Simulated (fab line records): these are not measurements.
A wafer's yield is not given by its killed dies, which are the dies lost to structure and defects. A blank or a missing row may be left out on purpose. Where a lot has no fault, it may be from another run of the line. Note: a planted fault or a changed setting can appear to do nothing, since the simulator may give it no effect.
A lot that was struck, set against a sound lot || flow nand_harc || 14 out of 1159 route steps
Sound: the wafers L731.1, L731.4, L731.5. Wafers struck: L745.1, L745.2, L745.3. The cause is named last.
At each step with rows: each side's tool, then ch and its chambers, then its first start. Under that, the readings that differ: sound wafers || struck wafers || difference of the means || sigmas: that difference in standard deviations of wafers without a fault.
alike: same words and numbers on both sides, and readings whose means sit less than 2 such deviations apart. not compared: any withheld reading, any reading some wafer has no value for, any bound like >300 that may hide the same value, and any number with overlapping values for which the record gives no deviation.
Wherever a step has rows on one side only, a row that says differs or no value, or a row with sigmas, the two part there. Non-overlapping numbers with no deviation appear without sigmas and do not part them. Lack of a reading on every wafer of one side parts them only where that side has two or more wafers.

first, 3 steps without rows for these wafers: NHARC_A_STAIRCASE_STRIP_447 (strips in SPM, time 900 s); NHARC_A_STAIRCASE_PRECLEAN_448 (cleans in SC1); NHARC_A_STAIRCASE_SRD_449.
NHARC_A_STAIRCASE_CMP_450: polishes SiO2, target thk 200 nm.
  sound on cmp-03 ch 2,3, day 14 05:38; struck on cmp-01 ch 1,2,3, day 17 20:34
  alike: motor_current_A
NHARC_A_STAIRCASE_CMP_152: polishes.
  sound on cmp-03 ch 2,3, day 14 05:43; struck on cmp-01 ch 1,2,3, day 17 20:38
  alike: motor_current_A
then, 2 steps without rows for these wafers: NHARC_A_STAIRCASE_SRD_154; NHARC_A_STAIRCASE_ETCH_403 (etches SiO2 in dHF, target depth 108.2 nm).
NHARC_A_STAIRCASE_ETCHBACK_422: etches the open film in CH3F/O2, target depth 40 nm, time 74.286 s.
  sound on rie_diel-13 ch 1,2, day 14 06:11; struck on rie_diel-12 ch 0,1,3, day 17 21:07
  alike: drypump_motor_current_A, oes_product_au, rf_vpp_V, showerhead_plenum_p_Torr, throttle_valve_pct
  not compared: rf_hours_counter_h
then, 1 step without rows for these wafers: NHARC_A_STAIRCASE_ETCH_423 (etches SiO2 in dHF, target depth 30 nm).
NHARC_A_STAIRCASE_ETCHBACK_157: etches the open film in CH3F/O2, target depth 90 nm, time 167.14 s.
  sound on rie_diel-13 ch 1,2, day 14 06:31; struck on rie_diel-12 ch 0,2,3, day 17 21:28
  alike: drypump_motor_current_A, oes_product_au, rf_vpp_V, showerhead_plenum_p_Torr, throttle_valve_pct
  not compared: rf_hours_counter_h
NHARC_A_STAIRCASE_STRIP_475: strips in O2, time 20 s.
  sound: rie_diel-13 ch 1,3; struck: rie_diel-12 ch 0,1,2
  alike: drypump_motor_current_A, oes_product_au, rf_vpp_V, showerhead_plenum_p_Torr, throttle_valve_pct
  not compared: rf_hours_counter_h
NHARC_A_STAIRCASE_DEP_471: deposits SiO2, target thk 100 nm.
  sound on pecvd-04 ch 0,1,2, day 14 06:53; struck on pecvd-01 ch 0,1,2, day 17 21:45
{"reading": "mfc_precursor_sccm (sccm)", "sound": "160.3 160.6 161.8", "struck": "183.1 182.3 182.5", "difference": "+21.7", "sigmas": "+49"}
  alike: heater_power_w, throttle_valve_pct
then, 1 step without rows for these wafers: NHARC_A_STAIRCASE_CMP_472 (polishes SiO2).
NHARC_END_SORT_01:
  the record has rows for the sound wafers here (prober-02 ch 0, day 19 13:04) and none for the struck ones

## WHERE THEY PART
Earliest at NHARC_A_STAIRCASE_DEP_471; latest, in this record, at NHARC_END_SORT_01.

WHY: what the simulator had put in
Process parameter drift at NHARC_A_STAIRCASE_DEP_471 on pecvd-01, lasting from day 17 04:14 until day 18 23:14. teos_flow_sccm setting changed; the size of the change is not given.
